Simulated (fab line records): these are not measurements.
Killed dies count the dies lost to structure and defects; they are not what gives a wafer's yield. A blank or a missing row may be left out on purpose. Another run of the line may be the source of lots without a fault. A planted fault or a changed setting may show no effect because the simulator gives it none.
fab line records :: flow n5Finfet
record
  lots=13
  wafers=38
  lastDay=16
route steps=1938 shown BEOL_M7@1322 PAD_METAL@1896 PASSIVATION@1905
lots that met no fault: from a run of the same line without faults
startH: the number of hours between the record's first day and the start of the first shown wafer of the lot :: waitH: hours from the lot's prior step to this one :: " identical to the entry in the row above :: L1.1+2: several wafers, shown together as one row :: - no value, or no start given :: * or withheld: withheld :: < > ~ a bound
route shown NAME@n: names a module that has steps shown in the file, with the first one's number in the route :: usual: mean/standard deviation of fault-free wafers :: same: alike in all rows :: chamber/n: place in a boat :: sites: readings site by site :: _std_site: the standard deviation of these :: _edge_site: inner sites' mean taken away from outer sites' mean :: radiusMm: how far each site lies from the wafer's centre :: mask NAME#n: copy n :: behind: the most recent tool/chamber to have shaped the wafer :: hold: cause of the lot's hold/its duration in hours/its outcome :: device: transistor that didn't switch, given as n, p or np :: end of line: the route-end tests of the same wafers :: for a step that has no rows: nothing shown but its recipe :: killed: at the first sort, the dies lost to defects and structure; wafer yield is something else :: map: per-die view of a wafer (x killed, . not killed, _ where there is no die)
set.NAME: the setting the step ran with; set.NAME@STEP: the setting that earlier step ran with :: model.NAME: the simulator's own value behind a step, which no gauge read
the route's steps for a sample of lots (tables are steps, rows are wafers)
services: a tool's chamber out of use, with start hour (startH, from the record's first day; less than 0 if before it), hours out, and reason
## steps
# step N5_BEOL_M7_CVD_78
# recipe
  material=Co
  targetThkA=20
  tempC=withheld
  precursor=CCTBA/H2
  pressureTorr=30
  timeS=142.3
lot.wafer: L827.3+4+6
tool: cvdCo-01
chamber: 2,2,0
startH: 188.88
waitH: 0.1

lot.wafer: L828.3+4+6
tool: cvdCo-01
chamber: 1,0,1
startH: 205.74
waitH: 0.0

lot.wafer: L829.2+5
tool: cvdCo-02
chamber: 1,2
startH: 210.00
waitH: 0.0

lot.wafer: L832.1+2+4
tool: cvdCo-01
chamber: 2,0,2
startH: 224.72
waitH: 0.1

lot.wafer: L831.1+3+5
tool: cvdCo-02
chamber: 2,1,1
startH: 226.39
waitH: 0.1

lot.wafer: L833.2+5+6
tool: cvdCo-01
chamber: 1,1,0
startH: 230.55
waitH: 0.3

lot.wafer: L834.1+2+3
tool: cvdCo-01
chamber: 2,0,1
startH: 233.19
waitH: 0.0

lot.wafer: L837.2+4+5
tool: cvdCo-02
chamber: 2,2,1
startH: 261.13
waitH: 0.1

lot.wafer: L842.2+5+6
tool: cvdCo-02
chamber: 0,1,0
startH: 286.03
waitH: 0.1

lot.wafer: L840.1+3+5
tool: cvdCo-02
chamber: 0,1,2
startH: 286.56
waitH: 0.3

lot.wafer: L841.1+5+6
tool: cvdCo-01
chamber: 2,0,1
startH: 288.55
waitH: 0.1

lot.wafer: L844.1+3+4
tool: cvdCo-02
chamber: 1,2,2
startH: 305.13
waitH: 0.1

lot.wafer: L845.2+4+5
tool: cvdCo-02
chamber: 2,1,2
startH: 307.28
waitH: 0.0
# step N5_PASSIVATION_AL_DEP_21
# recipe
  material=Al
  targetThkA=28000
  tempC=400
  timeS=170
  powerW=30000
  chamberPressurePa=0.4
  gas=Ar
# usual
  throttleValvePct=29.9/1.3
lot.wafer: L827.3
tool: pvdSputter-02
chamber: -
startH: 250.76
waitH: 0.1
throttleValvePct: 29.7

lot.wafer: L827.4
tool: pvdSputter-02
chamber: -
startH: 250.76
waitH: 0.1
throttleValvePct: 30.2

lot.wafer: L827.6
tool: pvdSputter-02
chamber: -
startH: 250.76
waitH: 0.1
throttleValvePct: 28.7

lot.wafer: L828.3
tool: pvdSputter-01
chamber: -
startH: 270.08
waitH: 0.1
throttleValvePct: 31.1

lot.wafer: L828.4
tool: pvdSputter-01
chamber: -
startH: 270.08
waitH: 0.1
throttleValvePct: 29.1

lot.wafer: L828.6
tool: pvdSputter-01
chamber: -
startH: 270.08
waitH: 0.1
throttleValvePct: 30.8

lot.wafer: L829.2
tool: pvdSputter-01
chamber: -
startH: 279.06
waitH: 0.1
throttleValvePct: 28.9

lot.wafer: L829.5
tool: pvdSputter-01
chamber: -
startH: 279.06
waitH: 0.1
throttleValvePct: 31.2

lot.wafer: L831.1
tool: pvdSputter-02
chamber: -
startH: 292.64
waitH: 0.1
throttleValvePct: 30.0

lot.wafer: L831.3
tool: pvdSputter-02
chamber: -
startH: 292.64
waitH: 0.1
throttleValvePct: 29.0

lot.wafer: L831.5
tool: pvdSputter-02
chamber: -
startH: 292.64
waitH: 0.1
throttleValvePct: 29.8

lot.wafer: L832.1
tool: pvdSputter-03
chamber: -
startH: 300.36
waitH: 0.1
throttleValvePct: 29.7

lot.wafer: L832.2
tool: pvdSputter-03
chamber: -
startH: 300.36
waitH: 0.1
throttleValvePct: 31.9

lot.wafer: L832.4
tool: pvdSputter-03
chamber: -
startH: 300.36
waitH: 0.1
throttleValvePct: 30.4

lot.wafer: L834.1
tool: pvdSputter-02
chamber: -
startH: 300.73
waitH: 0.1
throttleValvePct: 28.5

lot.wafer: L834.2
tool: pvdSputter-02
chamber: -
startH: 300.73
waitH: 0.1
throttleValvePct: 30.3

lot.wafer: L834.3
tool: pvdSputter-02
chamber: -
startH: 300.73
waitH: 0.1
throttleValvePct: 29.5

lot.wafer: L833.2
tool: pvdSputter-01
chamber: -
startH: 300.77
waitH: 0.1
throttleValvePct: 29.3

lot.wafer: L833.5
tool: pvdSputter-01
chamber: -
startH: 300.77
waitH: 0.1
throttleValvePct: 28.8

lot.wafer: L833.6
tool: pvdSputter-01
chamber: -
startH: 300.77
waitH: 0.1
throttleValvePct: 29.3

lot.wafer: L837.2
tool: pvdSputter-01
chamber: -
startH: 326.96
waitH: 0.1
throttleValvePct: 29.3

lot.wafer: L837.4
tool: pvdSputter-01
chamber: -
startH: 326.96
waitH: 0.1
throttleValvePct: 31.2

lot.wafer: L837.5
tool: pvdSputter-01
chamber: -
startH: 326.96
waitH: 0.1
throttleValvePct: 30.8

lot.wafer: L840.1
tool: pvdSputter-02
chamber: -
startH: 346.45
waitH: 0.1
throttleValvePct: 26.7

lot.wafer: L840.3
tool: pvdSputter-02
chamber: -
startH: 346.45
waitH: 0.1
throttleValvePct: 28.5

lot.wafer: L840.5
tool: pvdSputter-02
chamber: -
startH: 346.45
waitH: 0.1
throttleValvePct: 29.9

lot.wafer: L842.2
tool: pvdSputter-03
chamber: -
startH: 347.61
waitH: 0.1
throttleValvePct: 29.9

lot.wafer: L842.5
tool: pvdSputter-03
chamber: -
startH: 347.61
waitH: 0.1
throttleValvePct: 32.3

lot.wafer: L842.6
tool: pvdSputter-03
chamber: -
startH: 347.61
waitH: 0.1
throttleValvePct: 30.2

lot.wafer: L841.1
tool: pvdSputter-01
chamber: -
startH: 349.49
waitH: 0.1
throttleValvePct: 31.0

lot.wafer: L841.5
tool: pvdSputter-01
chamber: -
startH: 349.49
waitH: 0.1
throttleValvePct: 30.5

lot.wafer: L841.6
tool: pvdSputter-01
chamber: -
startH: 349.49
waitH: 0.1
throttleValvePct: 31.3

lot.wafer: L844.1
tool: pvdSputter-01
chamber: -
startH: 370.11
waitH: 0.1
throttleValvePct: 28.9

lot.wafer: L844.3
tool: pvdSputter-01
chamber: -
startH: 370.11
waitH: 0.1
throttleValvePct: 31.0

lot.wafer: L844.4
tool: pvdSputter-01
chamber: -
startH: 370.11
waitH: 0.1
throttleValvePct: 29.2

lot.wafer: L845.2
tool: pvdSputter-03
chamber: -
startH: 370.57
waitH: 0.1
throttleValvePct: 30.1

lot.wafer: L845.4
tool: pvdSputter-03
chamber: -
startH: 370.57
waitH: 0.1
throttleValvePct: 30.3

lot.wafer: L845.5
tool: pvdSputter-03
chamber: -
startH: 370.57
waitH: 0.1
throttleValvePct: 30.2
# step N5_PASSIVATION_CD_MEAS_30
# recipe
  targetCdNm=4000
  landingEnergyEv=500
  detector=seInlens
  polarity=opening
# usual
  cdNm=4000.3/1.9
lot.wafer: L827.3
tool: cdSem-02
chamber: 0
startH: 251.37
waitH: -
cdNm: 3999.9

lot.wafer: L827.4
tool: cdSem-02
chamber: 0
startH: 251.37
waitH: -
cdNm: 3998.8

lot.wafer: L827.6
tool: cdSem-02
chamber: 0
startH: 251.37
waitH: -
cdNm: 4000.6

lot.wafer: L828.3
tool: cdSem-02
chamber: 0
startH: 270.55
waitH: -
cdNm: 3998.4

lot.wafer: L828.4
tool: cdSem-02
chamber: 0
startH: 270.55
waitH: -
cdNm: 4001.9

lot.wafer: L828.6
tool: cdSem-02
chamber: 0
startH: 270.55
waitH: -
cdNm: 3998.6

lot.wafer: L829.2
tool: cdSem-03
chamber: 0
startH: 279.53
waitH: -
cdNm: 4002.5

lot.wafer: L829.5
tool: cdSem-03
chamber: 0
startH: 279.53
waitH: -
cdNm: 3998.6

lot.wafer: L831.1
tool: cdSem-01
chamber: 0
startH: 293.11
waitH: -
cdNm: 3998.7

lot.wafer: L831.3
tool: cdSem-01
chamber: 0
startH: 293.11
waitH: -
cdNm: 4000.4

lot.wafer: L831.5
tool: cdSem-01
chamber: 0
startH: 293.11
waitH: -
cdNm: 4001.0

lot.wafer: L832.1
tool: cdSem-02
chamber: 0
startH: 300.95
waitH: -
cdNm: 4000.4

lot.wafer: L832.2
tool: cdSem-02
chamber: 0
startH: 300.95
waitH: -
cdNm: 4002.1

lot.wafer: L832.4
tool: cdSem-02
chamber: 0
startH: 300.95
waitH: -
cdNm: 4001.8

lot.wafer: L834.1
tool: cdSem-03
chamber: 0
startH: 301.33
waitH: -
cdNm: 4000.7

lot.wafer: L834.2
tool: cdSem-03
chamber: 0
startH: 301.33
waitH: -
cdNm: 4001.0

lot.wafer: L834.3
tool: cdSem-03
chamber: 0
startH: 301.33
waitH: -
cdNm: 4000.9

lot.wafer: L833.2
tool: cdSem-02
chamber: 0
startH: 301.49
waitH: -
cdNm: 4002.0

lot.wafer: L833.5
tool: cdSem-02
chamber: 0
startH: 301.49
waitH: -
cdNm: 4000.4

lot.wafer: L833.6
tool: cdSem-02
chamber: 0
startH: 301.49
waitH: -
cdNm: 4003.0

lot.wafer: L837.2
tool: cdSem-01
chamber: 0
startH: 327.43
waitH: -
cdNm: 4000.2

lot.wafer: L837.4
tool: cdSem-01
chamber: 0
startH: 327.43
waitH: -
cdNm: 4000.3

lot.wafer: L837.5
tool: cdSem-01
chamber: 0
startH: 327.43
waitH: -
cdNm: 4000.4

lot.wafer: L840.1
tool: cdSem-03
chamber: 0
startH: 347.05
waitH: -
cdNm: 4001.1

lot.wafer: L840.3
tool: cdSem-03
chamber: 0
startH: 347.05
waitH: -
cdNm: 4000.2

lot.wafer: L840.5
tool: cdSem-03
chamber: 0
startH: 347.05
waitH: -
cdNm: 4002.4

lot.wafer: L842.2
tool: cdSem-03
chamber: 0
startH: 348.08
waitH: -
cdNm: 4000.6

lot.wafer: L842.5
tool: cdSem-03
chamber: 0
startH: 348.08
waitH: -
cdNm: 3997.2

lot.wafer: L842.6
tool: cdSem-03
chamber: 0
startH: 348.08
waitH: -
cdNm: 3998.4

lot.wafer: L841.1
tool: cdSem-01
chamber: 0
startH: 349.96
waitH: -
cdNm: 3998.7

lot.wafer: L841.5
tool: cdSem-01
chamber: 0
startH: 349.96
waitH: -
cdNm: 4001.4

lot.wafer: L841.6
tool: cdSem-01
chamber: 0
startH: 349.96
waitH: -
cdNm: 4001.8

lot.wafer: L844.1
tool: cdSem-02
chamber: 0
startH: 370.60
waitH: -
cdNm: 3995.9

lot.wafer: L844.3
tool: cdSem-02
chamber: 0
startH: 370.60
waitH: -
cdNm: 3999.8

lot.wafer: L844.4
tool: cdSem-02
chamber: 0
startH: 370.60
waitH: -
cdNm: 3995.0

lot.wafer: L845.2
tool: cdSem-03
chamber: 0
startH: 371.04
waitH: -
cdNm: 4002.6

lot.wafer: L845.4
tool: cdSem-03
chamber: 0
startH: 371.04
waitH: -
cdNm: 4002.0

lot.wafer: L845.5
tool: cdSem-03
chamber: 0
startH: 371.04
waitH: -
cdNm: 4001.2
# step N5_PASSIVATION_PROBE_49
# usual
  defectLimitedYield=90.9/1.5
  killed_at_M0_to_M3=36/9.9
  killed_at_M4_up=13/4.5
  killedAtContacts=13/6.4
  killedAtFrontEnd=42/12
  killedAtOther=3.4/3
  killedDies=107/18
  killedOnRim=14/4.3
  killedOpen=69/13
  killedShort=35/8.2
  sort_bin_5_function=5.3/1.1
  sort_bin_6_memory=3.4/0.69
  sortNPass=1073/18
  sortYieldPct=90.9/1.5
# same
  grossDies=1180
  killedAtBackSide=0
  sort_bin_4_leakage[%]=0
  sort_bin_8_speed[%]=0
lot.wafer: L845.2
tool: prober-01
chamber: -
startH: 376.86
waitH: 0.8
defectLimitedYield[%]: 85.0
killed_at_M0_to_M3: 30
killed_at_M4_up: 88
killedAtContacts: 13
killedAtFrontEnd: 44
killedAtOther: 2
killedDies: 177
killedOnRim: 26
killedOpen: 69
killedShort: 27
sort_bin_5_function[%]: 8.9
sort_bin_6_memory[%]: 4.2
sortNPass: 1003
sortYieldPct[%]: 85.0

lot.wafer: L845.4
tool: prober-01
chamber: -
startH: 376.96
waitH: 0.9
defectLimitedYield[%]: 80.6
killed_at_M0_to_M3: 27
killed_at_M4_up: 142
killedAtContacts: 5
killedAtFrontEnd: 51
killedAtOther: 4
killedDies: 229
killedOnRim: 14
killedOpen: 60
killedShort: 40
sort_bin_5_function[%]: 11.0
sort_bin_6_memory[%]: 5.0
sortNPass: 951
sortYieldPct[%]: 80.6

lot.wafer: L845.5
tool: prober-01
chamber: -
startH: 377.01
waitH: 1.0
defectLimitedYield[%]: 81.9
killed_at_M0_to_M3: 39
killed_at_M4_up: 89
killedAtContacts: 17
killedAtFrontEnd: 67
killedAtOther: 1
killedDies: 213
killedOnRim: 34
killedOpen: 96
killedShort: 40
sort_bin_5_function[%]: 11.2
sort_bin_6_memory[%]: 4.7
sortNPass: 967
sortYieldPct[%]: 81.9
# killed by level:class
L845.2 BEOL_M7:unspecified=78 FIN_SAQP:geometricParticle:open=14 BEOL_M1:geometricParticle:open=14 MOL_CONTACT_COAG:geometricParticle:open=9 FIN_SAQP:geometricParticle:short=8 STI_FIN_REVEAL:geometricParticle:open=8 BEOL_M2:geometricParticle:open=6 BEOL_M4:geometricParticle:open=6
L845.4 BEOL_M7:unspecified=128 FIN_SAQP:geometricParticle:short=13 FIN_SAQP:geometricParticle:open=9 BEOL_M4:geometricParticle:open=9 STI_FIN_REVEAL:geometricParticle:open=8 GATE_CUT:geometricParticle:short=6 DUMMY_GATE:geometricParticle:open=5 MOL_CONTACT_COAG:geometricParticle:open=5
L845.5 BEOL_M7:unspecified=75 STI_FIN_REVEAL:geometricParticle:open=24 FIN_SAQP:geometricParticle:short=14 MOL_CONTACT_COAG:geometricParticle:open=12 FIN_SAQP:geometricParticle:open=10 BEOL_M3:geometricParticle:open=10 BEOL_M1:geometricParticle:open=9 GATE_CUT:geometricParticle:open=6
## services
tool: cvdCo-02
chamber: 1
startH: 187.00
hours: 10.4
kind: repair

tool: cvdCo-01
chamber: 0
startH: 211.71
hours: 6.2
kind: repair

tool: cvdCo-02
chamber: 2
startH: 279.64
hours: 3.0
kind: repair

tool: cvdCo-02
chamber: -
startH: 305.69
hours: 0.8
kind: repair

tool: cvdCo-02
chamber: -
startH: 321.02
hours: 0.3
kind: repair

tool: cvdCo-01
chamber: 1
startH: 333.33
hours: -
kind: clean

tool: cvdCo-01
chamber: 1
startH: 333.33
hours: 22.0
kind: scheduledDown

tool: cvdCo-01
chamber: 1
startH: 333.33
hours: 22.0
kind: ventCycle
## key
firstSign
  step=N5_PASSIVATION_PROBE_49
  reading=killed_at_M4_up
  direction=up
  sigmas=21
  usual=13
  struck=106
effect
  step=N5_PASSIVATION_PROBE_49
  reading=killedDies
  direction=up
  sigmas=5.5
  usual=107
  struck=206
moreKillsBornAt
  N5_BEOL_M7_CVD_78@cvdCo-02=281
metAt N5_BEOL_M7_CVD_78
struckLots L845
notActingAt N5_PASSIVATION_AL_DEP_21,N5_PASSIVATION_CD_MEAS_30
onsetBetween 305.13 307.28
alsoFits time
fault
  kind=chamberParticleSource
  tool=cvdCo-02
  chamber=-
  onsetH=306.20
  steps=N5_BEOL_M7_CVD_78
  ratePerVisitCm2=0.93638
